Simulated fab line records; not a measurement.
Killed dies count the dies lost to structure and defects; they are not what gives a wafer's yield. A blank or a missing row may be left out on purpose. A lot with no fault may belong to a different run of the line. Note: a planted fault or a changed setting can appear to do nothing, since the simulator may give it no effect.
Split-lot study | flow n5_finfet | on a route of 1938 steps: 7 lots, 21 wafers read

== THE SPLIT ==
At N5_BEOL_M8_COAT_05 (resist thk 90 nm), the setting spin_rpm was moved away from the recipe's 1500 rpm on 9 of the 21 wafers read, by +4.4% to +11.0%. For the rest of the wafers, this setting stayed at what the recipe calls for.

Split to reading: the file shows no intervening step.

== THE READING ==
CAR-ArF_of_BEOL_M8_COAT_05.thk_nm (the simulator's own value, which no gauge read), in nm, at N5_BEOL_M8_DEVELOP_10 (develop time 30 s). The file does not state a usual value for it. Across the 12 wafers here that went through the recipe, the average is 88.4 nm and the standard deviation 0.27 nm.

wafer  | tool, chamber at the split | spin_rpm as run, rpm | against the recipe | CAR-ArF_of_BEOL_M8_COAT_05.thk_nm, nm | against lot-mates on the recipe
L076.1 | litho_track-05, 0          | 1643                 | +9.5%              | 84.6                                  | -3.8
L076.2 | litho_track-05, 0          | 1500                 | recipe             | 88.4                                  | -
L076.5 | litho_track-05, 0          | 1643                 | +9.5%              | 84.2                                  | -4.2
L080.3 | litho_track-02, 0          | 1500                 | recipe             | 88.4                                  | -
L080.5 | litho_track-02, 0          | 1500                 | recipe             | 88                                    | -
L080.6 | litho_track-02, 0          | 1574                 | +4.9%              | 86.4                                  | -1.8
L088.2 | litho_track-05, 0          | 1566                 | +4.4%              | 86.2                                  | -2.0
L088.5 | litho_track-05, 0          | 1500                 | recipe             | 88.2                                  | -
L088.6 | litho_track-05, 0          | 1566                 | +4.4%              | 86.4                                  | -1.8
L089.2 | litho_track-02, 0          | 1500                 | recipe             | 88.2                                  | -
L089.5 | litho_track-02, 0          | 1500                 | recipe             | 88.2                                  | -
L089.6 | litho_track-02, 0          | 1500                 | recipe             | 88.4                                  | -
L092.1 | litho_track-03, 0          | 1500                 | recipe             | 88.4                                  | -
L092.3 | litho_track-03, 0          | 1665                 | +11.0%             | 83.6                                  | -4.8
L092.4 | litho_track-03, 0          | 1665                 | +11.0%             | 83.6                                  | -4.8
L095.1 | litho_track-05, 0          | 1500                 | recipe             | 89                                    | -
L095.4 | litho_track-05, 0          | 1500                 | recipe             | 88.8                                  | -
L095.6 | litho_track-05, 0          | 1500                 | recipe             | 88.6                                  | -
L097.2 | litho_track-05, 0          | 1621                 | +8.1%              | 85.2                                  | -3.4
L097.3 | litho_track-05, 0          | 1500                 | recipe             | 88.6                                  | -
L097.6 | litho_track-05, 0          | 1621                 | +8.1%              | 85                                    | -3.6

FIT RESULTS
A straight line over all 21 wafers: CAR-ArF_of_BEOL_M8_COAT_05.thk_nm changes by -0.43 nm for each +1% of spin_rpm; r = -0.99; the points scatter about the line by 0.25 nm.
The same after taking each lot's own level away (the mean of its wafers on the recipe; 21 wafers): -0.429 nm for each +1%; r = -1.00; scatter 0.15 nm.
Per that fit: largest spin_rpm move, reading shift of 4.7 nm.
Across the lots, their own levels run from 88.20 to 88.80 nm, a range of 2.2 times the standard deviation given above.
The two slopes are in agreement: the lot-to-lot level therefore moves the slope only a little.
Check: for one of the wafers moved furthest among these (+11.0%), held out of the fit, the line's prediction against its lot-mates is -4.69 nm. Against them it came out at -4.8 nm.

== ADDITIONAL SPLITS CARRIED BY THESE WAFERS ==
These wafers also went through other splits before the reading. Each is held against what the fit with the lots' levels taken away leaves over:
other split on the same wafers   | wafers away from the commonest value | r with CAR-ArF_of_BEOL_M8_COAT_05.thk_nm (lot level and that fit taken away)
N5_BEOL_M3_COAT_22 spin_rpm      | 10                                   | +0.19
N5_BEOL_M4_EXPOSE_08 dose_mj     | 8                                    | +0.02
N5_BEOL_M4_ETCH_64 bias_w        | 7                                    | +0.07
N5_BEOL_M4_TRENCH_ETCH_37 bias_w | 8                                    | -0.01
N5_BEOL_M5_ETCH_68 time_s        | 7                                    | +0.45
N5_BEOL_M5_VIA_ETCH_34 source_w  | 7                                    | +0.00
N5_BEOL_M6_TRENCH_ETCH_37 bias_w | 9                                    | +0.04
N5_BEOL_M6_ETCH_41 time_s        | 9                                    | +0.03

== THE WHOLE CHAIN: every reading that the file lists as answering this split, in the file's order ==
step                  | what it does      | reading                                                                            | change (the file's fit)               | r (the file's)
N5_BEOL_M8_COAT_05    | resist thk 90 nm  | CAR-ArF_of_BEOL_M8_COAT_05.thk_nm (the simulator's own value, which no gauge read) | -0.426 nm for each +1% of the setting | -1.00
N5_BEOL_M8_DEVELOP_10 | develop time 30 s | CAR-ArF_of_BEOL_M8_COAT_05.thk_nm (the simulator's own value, which no gauge read) | -0.425 nm for each +1% of the setting | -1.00

== FILE'S OWN FIT ==
CAR-ArF_of_BEOL_M8_COAT_05.thk_nm changes by -0.425 nm for each +1% of spin_rpm, r = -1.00.
